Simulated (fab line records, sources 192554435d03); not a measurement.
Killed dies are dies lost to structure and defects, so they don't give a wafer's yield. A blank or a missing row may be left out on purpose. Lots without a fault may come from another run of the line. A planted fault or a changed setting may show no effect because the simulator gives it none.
fab line records | flow n5_finfet
record lots=5 wafers=14 last_day=24
route steps=1938 shown BEOL_M2@869 BEOL_M4@1111
lots that met no fault: from a run of the same line without faults
start_h: hours from the record's first day to the start of the lot's first wafer shown | wait_h: hours since the lot's step before | " the same as in the row above | L1.1+2: a row that stands for several wafers | - no value, or no start given | * or withheld: withheld | < > ~ a bound
route shown NAME@n: a module of which the file shows steps, and the number in the route of the first | usual: mean/standard deviation of fault-free wafers | same: alike in all rows | chamber/n: place in a boat | sites: the reading at each site | _std_site: their standard deviation | _edge_site: outer sites' mean less inner sites' | radius_mm: how far each site lies from the wafer's centre | mask NAME#n: copy n | behind: the tool/chamber that last shaped the wafer | hold: why the lot was held/for how many hours/how that ended | device: the transistor (n, p or np) that didn't switch | end of line: the same wafers' tests at the end of the route | a step without rows: its recipe alone | killed: dies lost to structure and defects at the first sort, not the wafer's yield | map: a wafer's dies, x killed, . not, _ none there
set.NAME: the setting as run; set.NAME@STEP: as run at that earlier step | model.NAME: the simulator's own value behind a step, which no gauge read
lots at some steps of the route; a table a step, a row a wafer
services: from which hour (start_h, from the record's first day; less than 0 if before it) a tool's chamber was out of use, for how many hours, and why
## steps
# step N5_BEOL_M2_COAT_76
# recipe resist=underlayer temp_c=205 time_s=60 spin_rpm=1500 resist_thk_nm=5
# step N5_BEOL_M2_COAT_22
# recipe resist=CAR-EUV spin_rpm=1500 resist_thk_nm=30
# step N5_BEOL_M2_EBR_24
# recipe solvent=PGMEA ebr_width_mm=1.5
# step N5_BEOL_M2_SOFTBAKE_23
# recipe temp_c=110 time_s=60 resist=CAR-EUV
# step N5_BEOL_M2_EXPOSE_25
# recipe mask_id=V1 na=0.33 source_shape=quasar sigma_inner=0.2 sigma_outer=0.8 polarization=unpolarized defocus_nm=5 dose_mj=63
# step N5_BEOL_M2_PEB_26
# recipe peb_temp_c=100 peb_time_s=60 resist=CAR-EUV
# step N5_BEOL_M2_DEVELOP_27
# recipe develop_time_s=30 developer=TMAH resist=CAR-EUV rinse_liquid=surfactant_rinse dry=air_spin dev_temp_c=23
# step N5_BEOL_M2_CD_MEAS_28
# recipe target_cd_nm=26.2 landing_energy_ev=500 detector=se_inlens target_cd_y_nm=24.1 polarity=opening
# usual cd_nm=26.17/0.24
# columns lot.wafer tool chamber start_h wait_h cd_nm
L196.2 cd_sem-02 0 248.35 - 26.12
L196.3 " 0 " " 26.31
L196.4 " 0 " " 26.06
L201.1 cd_sem-03 0 254.12 - 26.09
L201.3 " 0 " " 25.97
L201.5 " 0 " " 26.51
L203.1 cd_sem-03 0 264.99 - 26.18
L203.3 " 0 " " 26.02
L203.6 " 0 " " 26.18
L205.1 cd_sem-02 0 269.33 - 26.10
L205.3 " 0 " " 25.84
L210.3 cd_sem-02 0 282.22 - 26.10
L210.4 " 0 " " 26.22
L210.5 " 0 " " 26.28
# step N5_BEOL_M2_OVL_MEAS_29
# recipe points_per_wafer=522
# usual V1_OVL=-0.2/0.63
# columns lot.wafer tool chamber start_h wait_h V1_OVL[nm]
L196.2 overlay-02 0 248.39 0.0 -1.9
L196.3 " 0 " " -2.0
L196.4 " 0 " " -1.2
L201.1 overlay-01 0 254.15 0.0 0.2
L201.3 " 0 " " -0.1
L201.5 " 0 " " -0.1
L203.1 overlay-02 0 265.02 0.0 -0.9
L203.3 " 0 " " -0.5
L203.6 " 0 " " -0.1
L205.1 overlay-01 0 269.36 0.0 0.5
L205.3 " 0 " " 0.4
L210.3 overlay-02 0 282.26 0.0 0.9
L210.4 " 0 " " 1.5
L210.5 " 0 " " 0.8
# step N5_BEOL_M2_INSPECT_30
# recipe mode=adi inspect_instrument=brightfield
# usual raw_defect_count=397/90
# columns lot.wafer tool chamber start_h wait_h raw_defect_count
L196.2 defect_inspect-01 - 248.44 0.0 422
L196.3 " - " " 480
L196.4 " - " " 544
L201.1 defect_inspect-01 - 254.21 0.1 369
L201.3 " - " " 406
L201.5 " - " " 420
L203.1 defect_inspect-02 - 265.08 0.1 297
L203.3 " - " " 244
L203.6 " - " " 378
L205.1 defect_inspect-02 - 269.42 0.1 336
L205.3 " - " " 330
L210.3 defect_inspect-01 - 282.30 0.0 466
L210.4 " - " " 649
L210.5 " - " " 609
# step N5_BEOL_M2_DESCUM_33
# recipe chemistry=O2 time_s=7 source_power_w=50 bias_power_w=20 pressure_mtorr=20 rf_frequency_hz=2.712e+07 temp_c=40 resist=CAR-EUV o2_flow_sccm=225
# usual drypump_motor_current_A=5.8/0.44 oes_product_au=0.80/0.082 rf_vpp_V=243.1/1.5 showerhead_plenum_p_Torr=2.09/0.086 throttle_valve_pct=20.49/0.19
# columns lot.wafer tool chamber start_h wait_h drypump_motor_current_A oes_product_au rf_hours_counter_h rf_vpp_V showerhead_plenum_p_Torr throttle_valve_pct
L196.2 rie_diel-03 1 248.54 0.1 5.5 0.76 183 244.4 2.18 20.25
L196.3 " 2 " " 5.9 0.73 213 241.6 1.98 20.33
L196.4 " 3 " " 6.0 0.68 244 241.2 1.98 20.63
L201.1 rie_diel-06 1 254.51 0.3 6.1 0.92 18 242.7 2.05 20.46
L201.3 " 3 " " 6.0 0.73 174 238.7 1.92 20.57
L201.5 " 1 " " 6.1 0.92 - 241.6 2.05 20.46
L203.1 rie_diel-02 0 265.12 0.0 6.5 0.82 58 244.1 2.14 20.60
L203.3 " 1 " " 6.2 0.79 90 245.6 2.21 20.22
L203.6 " 2 " " 5.7 0.90 - 243.3 2.15 20.64
L205.1 rie_diel-06 0 269.45 0.0 5.0 0.89 37 243.6 2.15 20.31
L205.3 " 2 " " 5.1 0.72 217 243.8 2.07 20.85
L210.3 rie_diel-03 1 282.34 0.0 5.4 0.76 198 243.6 2.17 20.26
L210.4 " 0 " " 6.1 0.72 - 242.7 2.08 20.68
L210.5 " 2 " " 5.9 0.71 - 241.7 1.98 20.34
# step N5_BEOL_M2_ETCH_77
# recipe chemistry=N2/H2 target=underlayer target_depth_a=65 mask_material=CAR-EUV time_s=5.2 ion_energy_ev=200 pressure_mtorr=30 source_w=840 bias_w=150 n2_flow_sccm=200 h2_flow_sccm=200 ends=cleared
# usual drypump_motor_current_A=5.8/0.44 etch_rf_on_time_s=5.20/0.15 oes_product_au=0.68/0.072 rf_vpp_V=524/3.2 showerhead_plenum_p_Torr=2.53/0.1 throttle_valve_pct=17.85/0.17
# columns lot.wafer tool chamber start_h wait_h drypump_motor_current_A etch_rf_on_time_s oes_product_au rf_hours_counter_h rf_vpp_V showerhead_plenum_p_Torr throttle_valve_pct
L196.2 rie_diel-03 1 248.58 0.0 5.4 5.16 0.63 183 527 2.64 17.63
L196.3 " 2 " " 5.9 5.21 0.60 213 520 2.41 17.81
L196.4 " 3 " " 6.0 5.16 0.58 244 519 2.39 18.06
L201.1 rie_diel-06 1 254.54 0.0 6.1 5.05 0.79 18 521 2.49 17.92
L201.3 " 3 " " 6.0 5.16 0.63 174 517 2.33 18.00
L201.5 " 1 " " 6.1 5.10 0.79 - 523 2.49 17.93
L203.1 rie_diel-02 0 265.15 0.0 6.5 5.45 0.69 58 524 2.58 17.79
L203.3 " 1 " " 6.2 5.49 0.66 90 529 2.69 17.62
L203.6 " 2 " " 5.7 5.08 0.77 - 525 2.59 17.88
L205.1 rie_diel-06 0 269.49 0.0 5.1 5.12 0.76 37 526 2.59 17.74
L205.3 " 2 " " 5.1 5.33 0.60 217 527 2.51 18.16
L210.3 rie_diel-03 1 282.37 0.0 5.5 5.00 0.64 198 525 2.63 17.64
L210.4 " 0 " " 6.1 5.22 0.61 - 521 2.50 17.99
L210.5 " 2 " " 5.9 5.19 0.61 - 521 2.40 17.83
# step N5_BEOL_M2_ETCH_69
# recipe chemistry=CF4 target=SiARC target_depth_a=156 mask_material=CAR-EUV time_s=26 ion_energy_ev=80 pressure_mtorr=40 source_w=545 bias_w=36 Ar_flow_sccm=100 cf4_flow_sccm=100 ends=cleared
# usual drypump_motor_current_A=5.8/0.44 etch_rf_on_time_s=26.1/0.74 oes_product_au=0.68/0.071 rf_vpp_V=184.0/1.3 showerhead_plenum_p_Torr=2.14/0.075 throttle_valve_pct=15.62/0.22
# columns lot.wafer tool chamber start_h wait_h drypump_motor_current_A etch_rf_on_time_s oes_product_au rf_hours_counter_h rf_vpp_V showerhead_plenum_p_Torr throttle_valve_pct
L196.2 rie_diel-03 1 248.60 0.0 5.5 25.2 0.64 183 184.5 2.22 15.49
L196.3 " 2 " " 5.9 25.9 0.62 213 182.9 2.04 15.56
L196.4 " 3 " " 6.0 25.7 0.59 244 181.7 2.04 15.89
L201.1 rie_diel-06 1 254.56 0.0 6.1 25.7 0.79 18 183.3 2.10 15.55
L201.3 " 3 " " 6.0 25.8 0.63 174 179.8 1.99 15.82
L201.5 " 1 " " 6.1 25.7 0.80 - 182.6 2.10 15.55
L203.1 rie_diel-02 0 265.17 0.0 6.5 27.2 0.69 58 183.6 2.17 15.66
L203.3 " 1 " " 6.1 27.4 0.66 90 187.2 2.24 15.28
L203.6 " 2 " " 5.7 25.2 0.77 - 184.2 2.18 15.59
L205.1 rie_diel-06 0 269.50 0.0 5.0 25.8 0.77 37 183.9 2.18 15.34
L205.3 " 2 " " 5.1 35.8 0.52 217 184.3 2.12 16.06
L210.3 rie_diel-03 1 282.39 0.0 5.5 25.2 0.64 198 184.5 2.21 15.53
L210.4 " 0 " " 6.1 26.3 0.61 - 184.3 2.12 15.89
L210.5 " 2 " " 5.9 25.7 0.61 - 182.9 2.03 15.59
# step N5_BEOL_M2_ALD_98
# recipe material=SiO2 target_thk_a=25 temp_c=100 ald_precursor_family=BDEAS ald_co_reactant=O2-plasma pulse_time_s=1 co_reactant_pulse_time_s=1 purge_time_s=2 co_reactant_purge_time_s=2 ald_cycles=17 pressure_torr=2
# usual heater_power_w=80/7.8 precursor_pulse_height_rel=1.000/0.02
# columns lot.wafer tool chamber start_h wait_h heater_power_w precursor_pulse_height_rel
L196.2 ald_sin-04 3 248.90 0.3 80 1.012
L196.3 " 2 " " 79 0.973
L196.4 " 1 " " 72 1.005
L201.1 ald_sin-04 0 254.64 0.1 90 1.009
L201.3 " 1 " " 69 0.997
L201.5 " 0 " " 88 1.000
L203.1 ald_sin-02 0 265.43 0.2 72 1.059
L203.3 " 1 " " 83 1.005
L203.6 " 1 " " 85 0.995
L205.1 ald_sin-03 1 270.23 0.7 87 1.006
L205.3 " 2 " " 66 1.030
L210.3 ald_sin-02 3 282.55 0.1 75 0.988
L210.4 " 0 " " 76 1.020
L210.5 " 2 " " 74 1.008
# step N5_BEOL_M4_RC_MEAS_101
# usual DIBL_N=35.8/1.6 DIBL_P=35.6/2 IOFF_N=0.15/0.031 IOFF_P=0.20/0.033 ION_N=668/12 ION_P=459/6.8 SS_N=71.4/0.53 SS_P=73.1/0.63 VT_N=250/3.5 VT_P=-251/3
# columns lot.wafer tool chamber start_h wait_h DIBL_N[mV/V] DIBL_P[mV/V] IOFF_N[nA/um] IOFF_P[nA/um] ION_N[uA/um] ION_P[uA/um] SS_N[mV/dec] SS_P[mV/dec] VT_N[mV] VT_P[mV]
L196.2 prober-01 0 391.10 0.2 35.4 36.2 0.13 0.19 665 459 71.6 74.4 253 -251
L196.3 " 0 " " 32.4 31.5 0.09 0.13 650 448 71.4 72.9 260 -257
L196.4 " 0 " " 36.1 37.1 0.15 0.20 679 461 71.0 73.8 250 -249
L201.1 prober-02 0 399.25 0.0 33.8 34.9 0.15 0.20 676 460 71.1 73.0 249 -252
L201.3 " 0 " " 33.0 33.2 0.12 0.17 662 459 71.0 72.6 254 -253
L201.5 " 0 " " 33.8 35.7 0.15 0.20 669 456 71.3 73.3 250 -251
L205.1 prober-01 0 399.36 0.0 36.8 37.8 0.18 0.23 679 462 71.8 73.8 249 -247
L205.3 " 0 " " 35.6 35.2 0.14 0.19 659 451 71.6 73.2 251 -253
L203.1 prober-01 0 414.34 0.0 37.4 38.1 0.19 0.25 676 461 71.5 73.7 247 -248
L203.3 " 0 " " 36.4 36.5 0.17 0.23 672 467 71.3 73.9 249 -248
L203.6 " 0 " " 38.0 38.3 0.20 0.27 681 472 72.1 74.8 245 -245
L210.3 prober-02 0 461.74 0.3 35.2 33.4 0.12 0.17 656 451 71.1 72.3 255 -252
L210.4 " 0 " " 33.9 32.6 0.11 0.16 652 452 70.9 72.9 254 -252
L210.5 " 0 " " 34.2 32.9 0.12 0.17 680 466 71.2 72.5 252 -253
## services
# columns tool chamber start_h hours kind
ald_sin-03 3 229.60 20.0 repair
ald_sin-03 - 237.11 0.4 repair
ald_sin-02 1 237.76 26.8 repair
rie_diel-03 - 242.91 2.8 pm
ald_sin-02 - 245.75 0.9 repair
ald_sin-04 - 246.22 0.3 repair
rie_diel-02 2 248.45 4.3 repair
ald_sin-04 - 264.57 21.7 repair
rie_diel-03 3 265.72 - clean
rie_diel-03 3 265.72 - consumable_replace:focus_ring
rie_diel-03 3 265.72 - consumable_replace:showerhead
rie_diel-03 3 265.72 20.1 scheduled_down
rie_diel-03 3 265.72 20.1 vent_cycle
ald_sin-02 - 268.55 14.0 pm
ald_sin-02 0 268.55 14.0 vent_cycle
ald_sin-02 1 268.55 14.0 vent_cycle
ald_sin-02 2 268.55 14.0 vent_cycle
ald_sin-02 3 268.55 14.0 vent_cycle
ald_sin-02 0 282.55 - clean
ald_sin-02 1 282.55 - clean
ald_sin-02 2 282.55 - clean
ald_sin-02 3 282.55 - clean
## key
first_sign step=N5_BEOL_M2_ETCH_69 reading=etch_rf_on_time_s direction=up sigmas=13 usual=* struck=*
effect none on later readings
met_at N5_BEOL_M2_ETCH_69
struck_wafers L205.3
onset_between 254.56 269.50
fault kind=process_parameter_drift tool=rie_diel-06 chamber=- onset_h=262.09 steps=N5_BEOL_M2_ETCH_69 channel=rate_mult offset=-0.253 shape=step end_h=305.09 scope=struck_wafers_only
